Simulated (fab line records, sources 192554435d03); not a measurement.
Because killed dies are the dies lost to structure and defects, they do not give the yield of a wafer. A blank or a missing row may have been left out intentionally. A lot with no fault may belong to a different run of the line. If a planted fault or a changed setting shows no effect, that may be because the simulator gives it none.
What tool caused it?	flow n5-finfet	7 lots with 21 wafers sampled at 4 steps, on a route of 1938 steps

## WHAT EACH GAUGE READ, for each wafer
N5_PASSIVATION_OVL_MEAS_60.
lot	measured	on	TV_OVL (nm)
L619	day 11 19:49	overlay-02	3 9 2
L620	day 12 07:41	overlay-01	15 9 5
L625	day 13 10:33	overlay-01	- - -
L630	day 14 20:36	overlay-01	9 11 5
L639	day 17 04:43	overlay-02	4 3 14
L641	day 17 18:28	overlay-01	2 6 -4
L640	day 17 22:19	overlay-02	-2 3 0

## EACH LOT AND THE TOOL THAT RAN IT (in order: tool; ch and the chambers of the sampled wafers; start)
lot	N5_MIM_TOP_ALD_02	N5_MIM_BOT_ETCH_ETCH_04	N5_PASSIVATION_EXPOSE_07
L619	ald-hk-03 ch 0,3, day 11 18:34 or earlier	rie-diel-03 ch 0,2,3, day 11 18:34	krf-scanner-01 ch 0, day 11 19:37
L620	ald-hk-02 ch 1,2,3, day 12 06:24 or earlier	rie-diel-04 ch 1,2,3, day 12 06:24	krf-scanner-01 ch 0, day 12 07:29
L625	ald-hk-03 ch 0,2,3, day 13 08:01 or earlier	rie-diel-04 ch 0,2, day 13 08:01	krf-scanner-01, day 13 10:20
L630	ald-hk-01 ch 1,2,3, day 14 17:40 or earlier	rie-diel-04 ch 0,2, day 14 17:40	krf-scanner-02 ch 0, day 14 20:23
L639	ald-hk-02 ch 0,1,3, day 17 03:13 or earlier	rie-diel-03 ch 0,1, day 17 03:13	krf-scanner-01 ch 0, day 17 04:30
L641	ald-hk-01 ch 0,2,3, day 17 11:50 or earlier	rie-diel-03 ch 0,2, day 17 11:50	krf-scanner-01 ch 0, day 17 18:15
L640	ald-hk-03 ch 1,3, day 17 19:58 or earlier	rie-diel-04 ch 0,1,3, day 17 19:58	krf-scanner-01 ch 0, day 17 22:07
- N5_MIM_TOP_ALD_02: deposits Al2O3, purge time 3 s, co reactant pulse time 3 s.
- N5_MIM_BOT_ETCH_ETCH_04: etches SiNx in CF4/O2, target depth 26 nm, time 13 s.
- N5_PASSIVATION_EXPOSE_07: exposes mask TV, defocus 0 nm, target cd 3000 nm.

## THE ANSWER, worked out from the rows above alone
Rule: what is usual is taken from the lots themselves. The widest of any qualifying gaps counts: lots, ordered by their means at a reading, are off when they make up no more than a third of the lots, leave a main group of 4 or more, and stand apart from it by 3 or more times the standard deviation of that group's means. Not used: any main group whose means are identical at the precision the tables above print for the reading. A lot without any number at a reading at which 4 lots or more have one is off too. Where the step has rows for the other lots, those lots are counted as sound.
Off: L625, seen at N5_PASSIVATION_OVL_MEAS_60 (TV_OVL). Without a number there: L625. Main group: mean 5 nm, sd 3.5.
If a tool, at a process step before that reading, ran all the lots that are off and no sound lot after the first of them, it fits. The gauges at N5_PASSIVATION_OVL_MEAS_60 are tried like those tools. Because N5_MIM_TOP_ALD_02 lacks a start for some lots, the hours and order of its lots are taken from N5_MIM_BOT_ETCH_ETCH_04. Not one of the candidates tried fits.

## WHAT THE SIMULATOR HAD PUT IN
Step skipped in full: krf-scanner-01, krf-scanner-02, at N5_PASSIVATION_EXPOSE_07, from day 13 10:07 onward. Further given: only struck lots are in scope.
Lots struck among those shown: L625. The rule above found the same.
